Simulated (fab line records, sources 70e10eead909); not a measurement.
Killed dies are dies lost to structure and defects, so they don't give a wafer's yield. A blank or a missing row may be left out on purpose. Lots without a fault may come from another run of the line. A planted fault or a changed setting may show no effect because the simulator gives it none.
Which tool did it? | flow nand_harc | 12 lots, 36 wafers sampled, at 2 steps of a route of 1302

WHAT THE GAUGES READ, wafer by wafer
NHARC_P_M2_THK_MEAS_24: measures by xrf.
lot  | measured     | on            | thk_nm (nm)
L075 | day 6 19:49  | film_metro-02 | 144.4 140.8 147.1
L077 | day 7 19:04  | film_metro-02 | 147.9 142.9 143.1
L079 | day 8 11:59  | film_metro-01 | 144.8 143.2 145.1
L081 | day 9 16:43  | film_metro-02 | 143.5 144.1 142.9
L083 | day 10 14:37 | film_metro-02 | 145.8 147.2 145.1
L085 | day 10 22:40 | film_metro-01 | 145.7 147.1 143.5
L087 | day 11 21:28 | film_metro-02 | 148.6 145.9 145.0
L088 | day 12 18:33 | film_metro-01 | 144.5 143.4 145.8
L091 | day 13 14:18 | film_metro-01 | 146.7 144.9 144.1
L093 | day 14 09:40 | film_metro-02 | 142.4 143.9 145.8
L095 | day 15 04:55 | film_metro-02 | 145.8 146.9 146.7
L097 | day 16 04:43 | film_metro-01 | 144.9 144.8 143.1

WHICH TOOL RAN EACH LOT (tool, then ch and the chambers of the sampled wafers, then the start)
lot  | NHARC_P_M2_CMP_23
L075 | cmp-01 ch 0,1, day 6 19:29
L077 | cmp-01 ch 1,2,3, day 7 18:49
L079 | cmp-03 ch 1,2,3, day 8 11:44
L081 | cmp-04 ch 1,2,3, day 9 16:26
L083 | cmp-03 ch 1,3, day 10 14:20
L085 | cmp-03 ch 0,2,3, day 10 22:22
L087 | cmp-04 ch 0,2, day 11 21:11
L088 | cmp-01 ch 2,3, day 12 18:14
L091 | cmp-01 ch 1,2,3, day 13 14:02
L093 | cmp-01 ch 0,1, day 14 09:20
L095 | cmp-03 ch 1,2,3, day 15 04:40
L097 | cmp-03 ch 0,1,2, day 16 04:24
- NHARC_P_M2_CMP_23: polishes, t overpolish 20 s, target thk 144.3 nm.

THE ANSWER, worked out from the rows above alone
Rule: what is usual is taken from the lots themselves. Put in order of their means at a reading, lots are off if they are a third of the lots or fewer, leave a main group of 4 or more, and stand apart from it by a gap of 3 or more times the standard deviation of the main group's means; of several such gaps the widest counts. A main group whose means are all the same, to the digits that the tables above print for the reading, isn't used. A lot without any number at a reading at which 4 lots or more have one is off too. The other lots that the step has rows for count as sound.
No lot is off at any reading shown: from this, nothing can be told.

WHAT THE SIMULATOR HAD PUT IN
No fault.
